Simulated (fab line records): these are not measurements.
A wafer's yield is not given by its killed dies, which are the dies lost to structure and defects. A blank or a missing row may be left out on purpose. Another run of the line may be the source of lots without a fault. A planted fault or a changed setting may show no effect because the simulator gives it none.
fab line records | flow n5-finfet
record: lots: 9 wafers: 27 last-day: 17
route steps=1938 shown BEOL_M6@1208
lots with no fault: from the same line, run without faults
start-h: start of the lot's first displayed wafer, in hours after the record's first day | wait-h: how many hours have passed since the lot's step before this one | " as in the row above | L1.1+2: a single row standing in for several wafers | - either no value or no given start | * or withheld: withheld | < > ~ a bound
route shown NAME@n: NAME is a module with steps in the file, n the number in the route of the first one | usual: the fault-free wafers' mean and standard deviation | same: alike in all rows | chamber/n: place in a boat | sites: per-site readings | _std_site: standard deviation across them | _edge_site: the outer-site mean with the inner-site mean subtracted | radius-mm: for every site, how far away it sits from the centre of the wafer | mask NAME#n: copy n | behind: tool/chamber where the wafer was last shaped | hold: why the lot was held/for how many hours/how that ended | device: the transistor (n, p or np) that didn't switch | end of line: tests run on the same wafers once the route is complete | step lacking rows: just its recipe | killed: dies lost to structure and defects at the first sort, not the wafer's yield | map: per-die view of a wafer (x killed, . not killed, _ where there is no die)
set.NAME: the setting that was run; set.NAME@STEP: the one run at that earlier step | model.NAME: the simulator's own value behind a step, which no gauge read
the route's steps for a sample of lots (tables are steps, rows are wafers)
services: when a tool's chamber went out of use (start-h, in hours from the record's first day, below 0 if earlier), for how many hours, and the reason
== steps ==
step: N5_BEOL_M6_OVL_MEAS_12
recipe: points-per-wafer: 44
usual: M6_OVL: -0.2/0.74
columns lot.wafer tool chamber start-h wait-h M6_OVL[nm]
L934.1 overlay-02 0 201.72 0.0 -0.5
L934.2 " 0 " " 0.4
L934.5 " 0 " " -1.0
L936.2 overlay-02 0 211.47 0.0 -0.3
L936.4 " 0 " " 0.2
L936.5 " 0 " " 0.3
L937.1 overlay-02 0 223.89 0.0 -0.5
L937.3 " 0 " " -0.3
L937.6 " 0 " " -1.0
L939.2 overlay-01 0 235.02 0.0 -1.4
L939.5 " 0 " " -0.1
L939.6 " 0 " " -0.9
L946.3 overlay-01 0 278.29 0.0 0.0
L946.4 " 0 " " 1.5
L946.6 " 0 " " 0.9
L949.2 overlay-02 0 305.51 0.0 -0.9
L949.3 " 0 " " -1.0
L949.4 " 0 " " -0.4
L950.1 overlay-02 0 311.58 0.0 -1.3
L950.4 " 0 " " -0.4
L950.5 " 0 " " -0.6
L951.1 overlay-02 0 314.21 0.0 0.1
L951.2 " 0 " " 0.9
L951.6 " 0 " " 0.6
L952.1 overlay-02 0 316.91 0.0 -0.2
L952.3 " 0 " " -0.7
L952.5 " 0 " " 0.3
step: N5_BEOL_M6_ETCH_61
recipe: chemistry: CF4 target: SiARC target-depth-a: 455 mask-material: CAR-ArF time-s: 75.8 ion-energy-ev: 80 pressure-mtorr: 40 source-w: 545 bias-w: 36 Ar_flow_sccm: 100 cf4-flow-sccm: 100 ends: cleared
usual: drypump-motor-current-A: 5.4/0.49 etch-rf-on-time-s: 76.0/1.6 oes-product-au: 0.66/0.053 rf-fwd-power-W: 538.8/2.3 rf-vpp-V: 184.0/1.2 showerhead-plenum-p-Torr: 2.13/0.07 throttle-valve-pct: 15.62/0.26
columns lot.wafer tool chamber start-h wait-h drypump-motor-current-A etch-rf-on-time-s oes-product-au rf-fwd-power-W rf-hours-counter-h rf-vpp-V showerhead-plenum-p-Torr throttle-valve-pct
L934.1 rie-diel-06 1 201.88 0.0 5.4 76.6 0.67 539.5 111 185.5 2.17 15.66
L934.2 " 2 " " 5.2 73.8 0.68 537.1 119 182.0 2.06 15.68
L934.5 " 1 " " 5.4 76.6 0.67 539.4 - 184.4 2.17 15.65
L936.2 rie-diel-06 0 211.57 0.0 5.1 74.7 0.62 540.2 197 184.9 2.21 15.86
L936.4 " 3 " " 4.9 77.5 0.68 537.5 91 183.3 2.07 15.23
L936.5 " 2 " " 5.2 73.2 0.68 536.1 - 182.8 2.06 15.67
L937.1 rie-diel-01 3 224.02 0.0 6.5 74.2 0.71 538.3 67 185.0 2.26 15.35
L937.3 " 2 " " 5.1 77.7 0.65 535.0 128 185.8 2.24 15.91
L937.6 " 3 " " 6.5 74.5 0.71 536.0 - 187.1 2.26 15.34
L939.2 rie-diel-06 2 235.11 0.0 5.2 73.8 0.68 540.4 130 182.5 2.06 15.68
L939.5 " 2 " " 5.2 73.5 0.68 543.4 - 182.9 2.06 15.68
L939.6 " 3 " " 4.9 78.0 0.67 540.7 - 183.5 2.07 15.27
L946.3 rie-diel-06 2 278.38 0.0 5.2 73.0 0.67 536.9 148 182.8 2.05 15.73
L946.4 " 3 " " 4.9 78.3 0.66 540.2 113 183.4 2.06 15.28
L946.6 " 3 " " 4.9 78.6 0.66 535.0 - 182.4 2.06 15.29
L949.2 rie-diel-06 2 305.60 0.0 5.2 73.7 0.65 540.1 158 183.9 2.05 15.75
L949.3 " 3 " " 4.9 78.3 0.65 539.4 123 181.5 2.06 15.31
L949.4 " 0 " " 5.1 76.1 0.59 538.3 232 184.1 2.20 15.92
L950.1 rie-diel-01 2 311.67 0.0 5.1 79.4 0.63 537.0 156 184.2 2.23 15.98
L950.4 " 1 " " 5.7 76.4 0.72 542.1 - 182.6 2.09 15.44
L950.5 " 3 " " 6.5 75.8 0.68 535.0 - 184.4 2.25 15.40
L951.1 rie-diel-01 3 314.39 0.0 6.5 75.4 0.67 537.6 98 184.1 2.25 15.41
L951.2 " 1 " " 5.8 75.5 0.74 541.2 53 184.0 2.09 15.43
L951.6 " 2 " " 5.1 77.8 0.63 532.5 - 183.2 2.23 15.97
L952.1 rie-diel-06 2 317.65 0.0 5.2 74.0 0.65 542.0 163 184.0 2.05 15.75
L952.3 " 0 " " 5.0 75.8 0.60 540.9 236 186.3 2.19 15.93
L952.5 " 0 " " 5.0 76.1 0.59 539.4 - 184.1 2.19 15.95
step: N5_BEOL_M6_OVL_MEAS_29
recipe: points-per-wafer: 522
usual: V5_OVL: 0.3/0.66
columns lot.wafer tool chamber start-h wait-h V5_OVL[nm]
L934.1 overlay-02 0 202.76 0.0 -0.5
L934.2 " 0 " " -0.4
L934.5 " 0 " " 0.2
L936.2 overlay-01 0 215.58 0.0 0.5
L936.4 " 0 " " 0.7
L936.5 " 0 " " 1.6
L937.1 overlay-02 0 225.04 0.0 1.1
L937.3 " 0 " " 1.1
L937.6 " 0 " " 1.2
L939.2 overlay-02 0 238.15 0.0 0.8
L939.5 " 0 " " 0.8
L939.6 " 0 " " 0.2
L946.3 overlay-02 0 282.88 0.0 -0.1
L946.4 " 0 " " -1.3
L946.6 " 0 " " -1.3
L949.2 overlay-01 0 308.63 0.0 0.7
L949.3 " 0 " " 0.2
L949.4 " 0 " " 0.4
L950.1 overlay-02 0 313.00 0.0 0.1
L950.4 " 0 " " -0.1
L950.5 " 0 " " 0.7
L951.1 overlay-02 0 316.16 0.0 -0.4
L951.2 " 0 " " 0.6
L951.6 " 0 " " 0.4
L952.1 overlay-01 0 319.04 0.0 -0.4
L952.3 " 0 " " -0.2
L952.5 " 0 " " 0.2
step: N5_BEOL_M6_TRENCH_ETCH_37
recipe: chemistry: C4F6/O2 target-depth-a: 944.35 target: SiCOH_lowk time-s: 31.5 ion-energy-ev: 250 pressure-mtorr: 30 source-w: 345 bias-w: 185 Ar_flow_sccm: 300 C4F6_flow_sccm: 10 O2_flow_sccm: 10
usual: O2_flow_sccm: 10.002/0.029 drypump-motor-current-A: 5.5/0.47 oes_f_703_au: 0.78/0.064 oes-product-au: 0.78/0.068 rf-fwd-power-W: 340.0/1.9 rf-vpp-V: 667/9.2 showerhead-plenum-p-Torr: 2.83/0.093 throttle-valve-pct: 20.94/0.24
columns lot.wafer tool chamber start-h wait-h O2_flow_sccm drypump-motor-current-A oes_f_703_au oes-product-au rf-fwd-power-W rf-hours-counter-h rf-vpp-V showerhead-plenum-p-Torr throttle-valve-pct
L934.1 rie-diel-06 1 203.13 - 10.013 5.4 0.77 0.78 340.7 111 678 2.88 21.02
L934.2 " 2 " " 9.963 5.2 0.79 0.80 341.5 120 673 2.74 20.98
L934.5 " 1 " " 9.997 5.4 0.77 0.79 340.2 - 676 2.88 21.00
L936.2 rie-diel-06 3 215.94 - 9.972 4.9 0.61 0.76 277.5 92 746 2.75 20.52
L936.4 " 1 " " 10.013 5.4 0.60 0.74 280.4 116 750 2.88 20.99
L936.5 " 1 " " 9.991 5.4 0.60 0.75 279.0 - 751 2.88 20.98
L937.1 rie-diel-06 1 225.72 - 10.012 5.4 0.59 0.74 276.5 119 750 2.88 21.00
L937.3 " 0 " " 10.002 5.1 0.57 0.69 277.0 202 720 2.93 21.13
L937.6 " 1 " " 10.052 5.4 0.59 0.75 278.3 - 750 2.88 21.01
L939.2 rie-diel-01 1 238.51 - 9.972 5.7 0.90 0.89 341.6 27 651 2.79 20.74
L939.5 " 0 " " 10.023 5.6 0.73 0.71 340.8 - 668 2.79 21.06
L939.6 " 3 " " 10.026 6.5 0.84 0.83 336.0 - 674 2.99 20.60
L946.3 rie-diel-03 2 283.24 - 10.017 5.8 0.68 0.67 341.0 250 667 2.71 21.21
L946.4 " 1 " " 10.030 4.8 0.77 0.77 340.2 - 664 2.76 20.70
L946.6 " 3 " " 9.987 5.8 0.84 0.86 337.2 - 670 2.88 20.90
L949.2 rie-diel-06 3 309.45 - 10.040 4.9 0.75 0.77 340.4 124 675 2.73 20.57
L949.3 " 0 " " 9.991 5.0 0.70 0.69 341.1 233 652 2.91 21.18
L949.4 " 2 " " 10.012 5.2 0.77 0.77 340.5 160 672 2.72 21.04
L950.1 rie-diel-06 2 314.02 - 9.928 5.2 0.77 0.76 339.9 161 673 2.72 21.04
L950.4 " 3 " " 9.996 4.9 0.75 0.76 339.7 126 675 2.73 20.59
L950.5 " 3 " " 9.986 4.9 0.75 0.77 338.5 - 673 2.73 20.59
L951.1 rie-diel-06 3 316.87 - 9.962 4.9 0.75 0.77 340.2 127 674 2.73 20.60
L951.2 " 1 " " 10.045 5.4 0.73 0.75 340.5 149 678 2.86 21.06
L951.6 " 1 " " 10.015 5.4 0.73 0.74 340.2 - 678 2.86 21.07
L952.1 rie-diel-06 2 319.41 - 9.997 5.2 0.77 0.76 339.6 164 672 2.72 21.06
L952.3 " 1 " " 10.003 5.4 0.73 0.74 340.6 150 676 2.86 21.07
L952.5 " 1 " " 10.010 5.4 0.73 0.75 340.3 - 677 2.86 21.07
step: N5_BEOL_M6_OCD_MEAS_38
usual: trench-depth-nm: 94.1/1.5
columns lot.wafer tool chamber start-h wait-h trench-depth-nm
L934.1 ocd-01 - 203.28 - 93.4
L934.2 " - " " 96.0
L934.5 " - " " 94.9
L936.2 ocd-01 - 216.10 - 86.1
L936.4 " - " " 87.5
L936.5 " - " " 87.3
L937.1 ocd-01 - 225.88 - 89.2
L937.3 " - " " 88.3
L937.6 " - " " 89.1
L939.2 ocd-01 - 238.67 - 94.6
L939.5 " - " " 92.2
L939.6 " - " " 95.9
L946.3 ocd-01 - 283.39 - 92.1
L946.4 " - " " 93.0
L946.6 " - " " 94.2
L949.2 ocd-02 - 309.61 - 92.5
L949.3 " - " " 92.5
L949.4 " - " " 96.5
L950.1 ocd-01 - 314.17 - 96.3
L950.4 " - " " 92.7
L950.5 " - " " 92.8
L951.1 ocd-02 - 317.03 - 92.7
L951.2 " - " " 94.2
L951.6 " - " " 93.9
L952.1 ocd-02 - 319.56 - 96.4
L952.3 " - " " 93.3
L952.5 " - " " 93.9
step: N5_BEOL_M6_THK_MEAS_53
recipe: thk-meas-gauge: xrf reads: Cu_of_BEOL_M6_ECD_50
usual: M6_THK: 80.2/2
columns lot.wafer tool chamber start-h wait-h M6_THK[nm]
L934.1 film-metro-02 - 205.37 - 79.5
L934.2 " - " " 80.9
L934.5 " - " " 80.3
L936.2 film-metro-02 - 218.56 - 71.1
L936.4 " - " " 74.5
L936.5 " - " " 74.8
L937.1 film-metro-01 - 228.17 - 74.4
L937.3 " - " " 74.4
L937.6 " - " " 75.8
L939.2 film-metro-02 - 241.37 - 82.9
L939.5 " - " " 80.4
L939.6 " - " " 83.0
L946.3 film-metro-01 - 285.72 - 77.0
L946.4 " - " " 77.8
L946.6 " - " " 78.8
L949.2 film-metro-01 - 312.13 - 79.3
L949.3 " - " " 79.8
L949.4 " - " " 81.5
L950.1 film-metro-01 - 317.99 - 81.9
L950.4 " - " " 78.8
L950.5 " - " " 79.7
L951.1 film-metro-02 - 320.86 - 81.1
L951.2 " - " " 80.3
L951.6 " - " " 80.3
L952.1 film-metro-02 - 322.73 - 85.0
L952.3 " - " " 82.1
L952.5 " - " " 83.4
step: N5_BEOL_M6_RS_MEAS_57
recipe: thk-meas-gauge: four-point-probe reads: Cu_of_BEOL_M6_ECD_50+Co_of_BEOL_M6_CVD_78+TaN_of_BEOL_M6_ALD_77
usual: M6_RS: 0.289/0.0085
columns lot.wafer tool chamber start-h wait-h M6_RS[ohm/sq]
L934.1 film-metro-02 - 205.50 0.1 0.292
L934.2 " - " " 0.287
L934.5 " - " " 0.289
L936.2 film-metro-01 - 218.69 0.1 0.329
L936.4 " - " " 0.312
L936.5 " - " " 0.310
L937.1 film-metro-02 - 228.30 0.1 0.316
L937.3 " - " " 0.315
L937.6 " - " " 0.311
L939.2 film-metro-01 - 241.50 0.1 0.276
L939.5 " - " " 0.289
L939.6 " - " " 0.277
L946.3 film-metro-02 - 285.85 0.1 0.303
L946.4 " - " " 0.300
L946.6 " - " " 0.295
L949.2 film-metro-02 - 312.26 0.1 0.288
L949.3 " - " " 0.288
L949.4 " - " " 0.279
L950.1 film-metro-01 - 318.12 0.1 0.282
L950.4 " - " " 0.294
L950.5 " - " " 0.290
L951.1 film-metro-02 - 320.99 0.1 0.287
L951.2 " - " " 0.291
L951.6 " - " " 0.292
L952.1 film-metro-02 - 322.86 0.1 0.273
L952.3 " - " " 0.284
L952.5 " - " " 0.279
== services ==
columns tool chamber start-h hours kind
rie-diel-03 0 187.82 10.9 repair
rie-diel-06 0 188.36 17.2 repair
rie-diel-03 1 213.27 14.2 repair
rie-diel-03 0 218.88 6.2 repair
rie-diel-06 1 254.91 6.7 repair
rie-diel-06 3 258.08 2.7 repair
rie-diel-03 0 272.04 - clean
rie-diel-03 0 272.04 - consumable-replace:focus-ring
rie-diel-03 0 272.04 22.2 scheduled-down
rie-diel-03 0 272.04 22.2 vent-cycle
rie-diel-03 2 294.28 - clean
rie-diel-03 2 294.28 - consumable-replace:focus-ring
rie-diel-03 2 294.28 - consumable-replace:showerhead
rie-diel-03 2 294.28 25.3 scheduled-down
rie-diel-03 2 294.28 25.3 vent-cycle
rie-diel-01 0 299.89 - clean
rie-diel-01 0 299.89 - consumable-replace:focus-ring
rie-diel-01 0 299.89 15.7 scheduled-down
rie-diel-01 0 299.89 15.7 vent-cycle
== key ==
first-sign: step: N5_BEOL_M6_TRENCH_ETCH_37 reading: rf-fwd-power-W direction: down sigmas: 33 usual: * struck: *
effect: step: N5_BEOL_M6_TRENCH_ETCH_37 reading: rf-vpp-V direction: up sigmas: 8.4 usual: 667 struck: 744
effect: step: N5_BEOL_M6_OCD_MEAS_38 reading: trench-depth-nm direction: down sigmas: 4 usual: 94.1 struck: 87.9
effect: step: N5_BEOL_M6_THK_MEAS_53 reading: M6_THK direction: down sigmas: 3 usual: 80.2 struck: 74.2
effect: step: N5_BEOL_M6_RS_MEAS_57 reading: M6_RS direction: up sigmas: 3.1 usual: 0.289 struck: 0.316
met-at N5_BEOL_M6_TRENCH_ETCH_37
struck-lots L936,L937
not-acting-at N5_BEOL_M6_OVL_MEAS_12,N5_BEOL_M6_ETCH_61,N5_BEOL_M6_OVL_MEAS_29
onset-between 203.13 215.94
fault: kind: process-parameter-drift tool: rie-diel-06 chamber: - onset-h: 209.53 steps: N5_BEOL_M6_TRENCH_ETCH_37 channel: source-w offset: -62.1 shape: step end-h: 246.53 acts-in: these-recipes-only stated: 345
